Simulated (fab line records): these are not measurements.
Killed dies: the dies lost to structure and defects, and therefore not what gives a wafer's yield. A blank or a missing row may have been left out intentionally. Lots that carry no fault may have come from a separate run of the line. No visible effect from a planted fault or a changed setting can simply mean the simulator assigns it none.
Which tool is to blame? + flow nandHarc + Sampling: 15 lots, 45 wafers, 4 of 1302 route steps

== WHAT EACH GAUGE READ, for each wafer ==
The record lacks any reading of a measuring or inspecting step that a usual standard deviation could be used to judge.

== WHICH TOOL RAN EACH LOT (tool, then ch and the chambers of the sampled wafers, then the start) ==
| lot  | NHARC_A_WL_FILL_ETCHBACK_04      | NHARC_A_WL_FILL_STRIP_29          | NHARC_A_CONTACT_EXPOSE_39         | NHARC_A_CONTACT_ETCH_50       |
|------|----------------------------------|-----------------------------------|-----------------------------------|-------------------------------|
| L199 | rieMetal-02 ch 0,1, day 20 12:44 | rieDiel-11 ch 2,3, day 20 22:43   | arfiScanner-03 ch 0, day 21 15:29 | rieDiel-08 ch 0,2,3, no start |
| L200 | rieMetal-01 ch 0,1, day 20 22:11 | rieDiel-07 ch 1,2,3, day 21 09:24 | arfiScanner-02 ch 0, day 21 20:48 | rieDiel-08 ch 0,1,3, no start |
| L202 | rieMetal-02 ch 0,1, day 22 00:02 | rieDiel-07 ch 0,2,3, day 22 09:59 | arfiScanner-01, day 22 22:35      | rieDiel-08 ch 0,1,2, no start |
| L203 | rieMetal-02 ch 0,1, day 22 04:25 | rieDiel-07 ch 0,1,3, day 22 17:57 | arfiScanner-03, day 23 05:29      | rieDiel-08 ch 0,1,2, no start |
| L205 | rieMetal-03 ch 0,1, day 22 08:54 | rieDiel-12 ch 0,2,3, day 22 17:32 | arfiScanner-03, day 23 05:31      | rieDiel-01 ch 0,1,2, no start |
| L210 | rieMetal-03 ch 0,1, day 24 16:43 | rieDiel-12 ch 0,2,3, day 25 02:43 | arfiScanner-03 ch 0, day 25 14:50 | rieDiel-01 ch 1,2,3, no start |
| L214 | rieMetal-03 ch 0,1, day 26 06:55 | rieDiel-12 ch 1,2,3, day 26 17:16 | arfiScanner-03 ch 0, day 27 07:59 | rieDiel-08 ch 1,2, no start   |
| L213 | rieMetal-01 ch 1, day 26 10:52   | rieDiel-07 ch 0,3, day 26 21:34   | arfiScanner-03 ch 0, day 27 12:11 | rieDiel-01 ch 1,2,3, no start |
| L215 | rieMetal-03 ch 0,1, day 27 08:45 | rieDiel-12 ch 0,1, day 27 19:38   | arfiScanner-02 ch 0, day 28 07:37 | rieDiel-08 ch 0,3, no start   |
| L218 | rieMetal-02 ch 0,1, day 27 18:29 | rieDiel-11 ch 1,2, day 28 08:40   | arfiScanner-02 ch 0, day 28 22:25 | rieDiel-08 ch 0,1,3, no start |
| L216 | rieMetal-03 ch 0,1, day 27 18:52 | rieDiel-12 ch 1,3, day 28 08:41   | arfiScanner-03 ch 0, day 28 20:47 | rieDiel-08 ch 0,1,2, no start |
| L219 | rieMetal-02 ch 0,1, day 28 17:42 | rieDiel-11 ch 0,2,3, day 29 04:29 | arfiScanner-02 ch 0, day 29 16:20 | rieDiel-01 ch 1,2, no start   |
| L220 | rieMetal-01 ch 0,1, day 29 05:29 | rieDiel-07 ch 0,1, day 29 20:32   | arfiScanner-02 ch 0, day 30 08:27 | rieDiel-01 ch 0,1,2, no start |
| L222 | rieMetal-01 ch 1, day 30 00:46   | rieDiel-07 ch 0,1,3, day 30 13:44 | arfiScanner-02 ch 0, day 31 01:31 | rieDiel-01 ch 0,1,2, no start |
| L221 | rieMetal-02 ch 0,1, day 30 21:00 | rieDiel-11 ch 0,1,2, day 31 07:31 | arfiScanner-02 ch 0, day 31 22:08 | rieDiel-08 ch 1,2,3, no start |
- NHARC_A_WL_FILL_ETCHBACK_04: etches the open film in NF3, target depth 60 nm, time 120 s.
- NHARC_A_WL_FILL_STRIP_29: strips in O2, time 20 s.
- NHARC_A_CONTACT_EXPOSE_39: exposes mask A CC 3.
- NHARC_A_CONTACT_ETCH_50: etches the open film in CF4/CHF3, target depth 121 nm, time 60.5 s.

== WHAT THE TOOLS THEMSELVES READ (means of the sampled wafers that have a number; where no wafer has one, the mark that the record gives instead) ==
NHARC_A_WL_FILL_ETCHBACK_04. Usual: drypumpMotorCurrentA 5.3 A, standard deviation 0.42; oesProductAu 1.002 a.u., standard deviation 0.0081.
| lot  | tool        | drypumpMotorCurrentA (A) | oesProductAu (a.u.) | flag |
|------|-------------|--------------------------|---------------------|------|
| L199 | rieMetal-02 | 5.8                      | 1.006               |      |
| L200 | rieMetal-01 | 5.3                      | 1.007               |      |
| L202 | rieMetal-02 | 5.6                      | 0.999               |      |
| L203 | rieMetal-02 | 5.6                      | 0.998               |      |
| L205 | rieMetal-03 | 4.8                      | 1.005               |      |
| L210 | rieMetal-03 | 4.8                      | 1.002               |      |
| L214 | rieMetal-03 | 4.8                      | 1.002               |      |
| L213 | rieMetal-01 | 5.7                      | 1.003               |      |
| L215 | rieMetal-03 | 4.9                      | 1.002               |      |
| L218 | rieMetal-02 | 5.8                      | 0.987               |      |
| L216 | rieMetal-03 | 4.9                      | 1.000               |      |
| L219 | rieMetal-02 | 5.7                      | 0.995               |      |
| L220 | rieMetal-01 | 5.5                      | 1.005               |      |
| L222 | rieMetal-01 | 5.7                      | 1.012               |      |
| L221 | rieMetal-02 | 5.8                      | 0.998               |      |

NHARC_A_WL_FILL_STRIP_29. Usual: drypumpMotorCurrentA 5.9 A, standard deviation 0.41; oesProductAu 0.999 a.u., standard deviation 0.0069; rfVppV 57.9 V, standard deviation 0.76; showerheadPlenumPTorr 3.55 Torr, standard deviation 0.12; throttleValvePct 17.037 %, standard deviation 0.01.
| lot  | tool       | drypumpMotorCurrentA (A) | oesProductAu (a.u.) | rfVppV (V) | showerheadPlenumPTorr (Torr) | throttleValvePct (%) | flag |
|------|------------|--------------------------|---------------------|------------|------------------------------|----------------------|------|
| L199 | rieDiel-11 | 5.9                      | 0.991               | 58.2       | 3.58                         | 17.037               |      |
| L200 | rieDiel-07 | 5.8                      | 1.000               | 57.8       | 3.58                         | 17.039               |      |
| L202 | rieDiel-07 | 5.9                      | 1.003               | 57.5       | 3.47                         | 17.043               |      |
| L203 | rieDiel-07 | 6.1                      | 0.989               | 57.6       | 3.53                         | 17.034               |      |
| L205 | rieDiel-12 | 5.7                      | 0.995               | 57.6       | 3.50                         | 17.035               |      |
| L210 | rieDiel-12 | 5.8                      | 1.003               | 57.4       | 3.50                         | 17.036               |      |
| L214 | rieDiel-12 | 6.0                      | 0.999               | 57.8       | 3.50                         | 17.045               |      |
| L213 | rieDiel-07 | 6.4                      | 1.001               | 57.3       | 3.45                         | 17.025               |      |
| L215 | rieDiel-12 | 5.9                      | 0.996               | 57.9       | 3.61                         | 17.029               |      |
| L218 | rieDiel-11 | 5.7                      | 1.001               | 58.4       | 3.69                         | 17.038               |      |
| L216 | rieDiel-12 | 6.0                      | 1.004               | 58.1       | 3.47                         | 17.034               |      |
| L219 | rieDiel-11 | 6.2                      | 1.009               | 58.0       | 3.59                         | 17.038               |      |
| L220 | rieDiel-07 | 5.9                      | 1.005               | 57.3       | 3.60                         | 17.044               |      |
| L222 | rieDiel-07 | 6.2                      | 1.001               | 58.0       | 3.52                         | 17.033               |      |
| L221 | rieDiel-11 | 6.0                      | 0.993               | 58.2       | 3.69                         | 17.040               |      |

NHARC_A_CONTACT_EXPOSE_39. Usual: exposureDoseMJCm2 58.73, standard deviation 0.12; focusOffsetNm 0.0 nm, standard deviation 0.56.
| lot  | tool           | exposureDoseMJCm2 | focusOffsetNm (nm) | flag |
|------|----------------|-------------------|--------------------|------|
| L199 | arfiScanner-03 | 58.73             | 0.1                |      |
| L200 | arfiScanner-02 | 58.63             | 0.2                |      |
| L202 | arfiScanner-01 | -                 | -                  | OFF  |
| L203 | arfiScanner-03 | -                 | -                  | OFF  |
| L205 | arfiScanner-03 | -                 | -                  | OFF  |
| L210 | arfiScanner-03 | 58.68             | 1.0                |      |
| L214 | arfiScanner-03 | 58.75             | -0.3               |      |
| L213 | arfiScanner-03 | 58.68             | -0.1               |      |
| L215 | arfiScanner-02 | 58.65             | 0.0                |      |
| L218 | arfiScanner-02 | 58.62             | 0.4                |      |
| L216 | arfiScanner-03 | 58.69             | -0.2               |      |
| L219 | arfiScanner-02 | 58.65             | 0.3                |      |
| L220 | arfiScanner-02 | 58.64             | 0.4                |      |
| L222 | arfiScanner-02 | 58.63             | -0.4               |      |
| L221 | arfiScanner-02 | 58.67             | 0.1                |      |

NHARC_A_CONTACT_ETCH_50. Usual: drypumpMotorCurrentA 5.8 A, standard deviation 0.32; oesProductAu 0.950 a.u., standard deviation 0.02; rfVppV 371.1 V, standard deviation 2.3; showerheadPlenumPTorr 1.59 Torr, standard deviation 0.065; throttleValvePct 16.802 %, standard deviation 0.0088.
| lot  | tool       | drypumpMotorCurrentA (A) | oesProductAu (a.u.) | rfVppV (V) | showerheadPlenumPTorr (Torr) | throttleValvePct (%) | flag |
|------|------------|--------------------------|---------------------|------------|------------------------------|----------------------|------|
| L199 | rieDiel-08 | 5.8                      | 0.975               | 372.8      | 1.64                         | 16.798               |      |
| L200 | rieDiel-08 | 6.0                      | 0.924               | 371.1      | 1.59                         | 16.806               |      |
| L202 | rieDiel-08 | 5.9                      | 0.954               | 371.6      | 1.59                         | 16.802               |      |
| L203 | rieDiel-08 | 5.9                      | 0.969               | 370.9      | 1.59                         | 16.797               |      |
| L205 | rieDiel-01 | 5.5                      | 0.930               | 371.2      | 1.59                         | 16.798               |      |
| L210 | rieDiel-01 | 5.7                      | 0.970               | 370.3      | 1.57                         | 16.803               |      |
| L214 | rieDiel-08 | 5.9                      | 0.936               | 369.7      | 1.55                         | 16.800               |      |
| L213 | rieDiel-01 | 5.7                      | 0.916               | 369.4      | 1.57                         | 16.804               |      |
| L215 | rieDiel-08 | 5.9                      | 0.960               | 372.9      | 1.62                         | 16.805               |      |
| L218 | rieDiel-08 | 6.0                      | 0.969               | 370.4      | 1.59                         | 16.794               |      |
| L216 | rieDiel-08 | 5.9                      | 0.963               | 372.5      | 1.59                         | 16.798               |      |
| L219 | rieDiel-01 | 5.6                      | 0.923               | 370.7      | 1.59                         | 16.796               |      |
| L220 | rieDiel-01 | 5.5                      | 0.926               | 370.2      | 1.58                         | 16.797               |      |
| L222 | rieDiel-01 | 5.5                      | 0.926               | 371.8      | 1.58                         | 16.802               |      |
| L221 | rieDiel-08 | 5.8                      | 0.977               | 370.7      | 1.59                         | 16.802               |      |

== THE ANSWER, worked out from the rows above alone ==
Rule: a lot counts as off when the mean over its wafers that have a number is more than 3 standard deviations away from the usual mean. A lot without any number at a reading at which 4 lots or more have one is off too. Any other lot the step has rows for is counted as sound. After the gauges, taken in route order, come the tools' own readings; for these a lot's mean is taken, as printed above. The first step at which some lot is off is used, and at that step the reading that is off furthest; a lot without a number counts as furthest.
Off at NHARC_A_CONTACT_EXPOSE_39 (exposureDoseMJCm2): L202, L203, L205. Without a number there: L202, L203, L205.
A tool fits if, at that step or a process step before it, it ran every lot that is off, and no sound lot after the first of them. Of those tried, none fits.

== WHAT WAS PUT IN BY THE SIMULATOR ==
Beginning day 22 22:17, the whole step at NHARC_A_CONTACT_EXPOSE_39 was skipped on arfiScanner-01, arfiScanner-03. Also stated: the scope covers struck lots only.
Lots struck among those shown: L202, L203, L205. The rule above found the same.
